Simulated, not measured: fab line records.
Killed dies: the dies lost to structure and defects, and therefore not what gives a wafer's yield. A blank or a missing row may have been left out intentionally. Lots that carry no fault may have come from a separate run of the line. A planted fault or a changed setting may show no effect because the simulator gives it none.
Lot-split experiment | flow n5_finfet | route with 1938 steps; 7 lots, 21 wafers read

== SPLIT DETAILS ==
At N5_BEOL_M2_COAT_61 (time 60 s, resist thk 60 nm), the setting spin_rpm was moved away from the recipe's 1500 rpm on 4 of the 21 wafers read, by -3.9% to +7.3%. All remaining wafers had this setting at the recipe value.

== FROM THE SPLIT TO THE READING: what the file shows between them, 9 steps ==
- N5_BEOL_M2_COAT_73: time 60 s, resist thk 5 nm (also split here: temp_c)
- N5_BEOL_M2_COAT_05: resist thk 30 nm
- N5_BEOL_M2_EBR_07
- N5_BEOL_M2_ETCH_74: etches underlayer in N2/H2, target depth 6.5 nm, time 5.2 s
- N5_BEOL_M2_ETCH_63: etches SiARC in CF4, target depth 15.6 nm, time 26 s
- N5_BEOL_M2_ETCH_64: etches SOC in N2/H2, target depth 75 nm, overetch 22.5 nm, time 121.9 s
- N5_BEOL_M2_STRIP_65: strips in N2/H2
- N5_BEOL_M2_STRIP_75: strips in N2/H2
- N5_BEOL_M2_STRIP_66: strips in CF4

== THE READING ==
SOC_of_BEOL_M2_COAT_61.thk_nm (the simulator's own value, which no gauge read), in nm, at N5_BEOL_M2_HM_OPEN_17 (chemistry Cl2/BCl3, target TiN, target depth 20 nm, overetch 6 nm). There is no usual value for it anywhere in the file. Here, 17 wafers ran the recipe; their average is 52.1 nm with a standard deviation of 0.24 nm.

wafer  | tool, chamber at the split | spin_rpm as run, rpm | against the recipe | SOC_of_BEOL_M2_COAT_61.thk_nm, nm | against lot-mates on the recipe
L080.4 | litho_track-01, 0          | 1500                 | recipe             | 52.2                              | -
L080.5 | litho_track-01, 0          | 1500                 | recipe             | 52.2                              | -
L080.6 | litho_track-01, 0          | 1500                 | recipe             | 52                                | -
L083.1 | litho_track-04, 0          | 1500                 | recipe             | 51.6                              | -
L083.3 | litho_track-04, 0          | 1500                 | recipe             | 52.4                              | -
L083.4 | litho_track-04, 0          | 1500                 | recipe             | 52.4                              | -
L082.1 | litho_track-01, 0          | 1500                 | recipe             | 52                                | -
L082.3 | litho_track-01, 0          | 1500                 | recipe             | 52                                | -
L082.4 | litho_track-01, 0          | 1500                 | recipe             | 52.2                              | -
L085.1 | litho_track-01, 0          | 1500                 | recipe             | 52.2                              | -
L085.2 | litho_track-01, 0          | 1449                 | -3.4%              | 53.4                              | +1.2
L085.3 | litho_track-01, 0          | 1449                 | -3.4%              | 53.4                              | +1.2
L087.3 | litho_track-04, 0          | 1500                 | recipe             | 52                                | -
L087.4 | litho_track-04, 0          | 1441                 | -3.9%              | 53                                | +1.2
L087.6 | litho_track-04, 0          | 1500                 | recipe             | 51.6                              | -
L092.1 | litho_track-05, 0          | 1610                 | +7.3%              | 49.8                              | -2.0
L092.4 | litho_track-05, 0          | 1500                 | recipe             | 51.8                              | -
L092.5 | litho_track-05, 0          | 1500                 | recipe             | 51.8                              | -
L093.1 | litho_track-01, 0          | 1500                 | recipe             | 52.2                              | -
L093.4 | litho_track-01, 0          | 1500                 | recipe             | 52.2                              | -
L093.6 | litho_track-01, 0          | 1500                 | recipe             | 52.2                              | -

FIT RESULTS
A straight line over all 21 wafers: SOC_of_BEOL_M2_COAT_61.thk_nm changes by -0.318 nm for each +1% of spin_rpm; r = -0.94; the points scatter about the line by 0.25 nm.
The same after taking each lot's own level away (the mean of its wafers on the recipe; 21 wafers): -0.297 nm for each +1%; r = -0.96; scatter 0.18 nm.
Per that fit: largest spin_rpm move, reading shift of 2.2 nm.
From 51.80 to 52.20 nm: that is the span of the lots' own levels, equal to 1.7 times the standard deviation above.
So the lot-to-lot level changes the slope little: the two slopes agree.
Check: -2.44 nm against its lot-mates is what the line predicts for one of the wafers moved furthest among these (+7.3%) when that wafer is left out of the fit. Against them it came out at -2 nm.

== FURTHER SPLITS ON THESE WAFERS ==
These wafers also went through other splits before the reading. Each is held against what the fit with the lots' levels taken away leaves over:
other split on the same wafers | wafers away from the commonest value | r with SOC_of_BEOL_M2_COAT_61.thk_nm (lot level and that fit taken away)
N5_BEOL_M2_COAT_73 temp_c      | 6                                    | +0.18

== THE WHOLE CHAIN: every reading that the file lists as answering this split, in the file's order ==
step                  | what it does                                                            | reading                                                                        | change (the file's fit)               | r (the file's)
N5_BEOL_M2_COAT_61    | time 60 s, resist thk 60 nm                                             | SOC_of_BEOL_M2_COAT_61.thk_nm (the simulator's own value, which no gauge read) | -0.301 nm for each +1% of the setting | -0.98
N5_BEOL_M2_ETCH_64    | etches SOC in N2/H2, target depth 75 nm, overetch 22.5 nm, time 121.9 s | etch.depth_nm (the simulator's own value, which no gauge read)                 | -0.296 nm for each +1% of the setting | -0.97
N5_BEOL_M2_HM_OPEN_17 | chemistry Cl2/BCl3, target TiN, target depth 20 nm, overetch 6 nm       | SOC_of_BEOL_M2_COAT_61.thk_nm (the simulator's own value, which no gauge read) | -0.29 nm for each +1% of the setting  | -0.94

== FILE'S OWN FIT ==
SOC_of_BEOL_M2_COAT_61.thk_nm changes by -0.29 nm for each +1% of spin_rpm, r = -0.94.
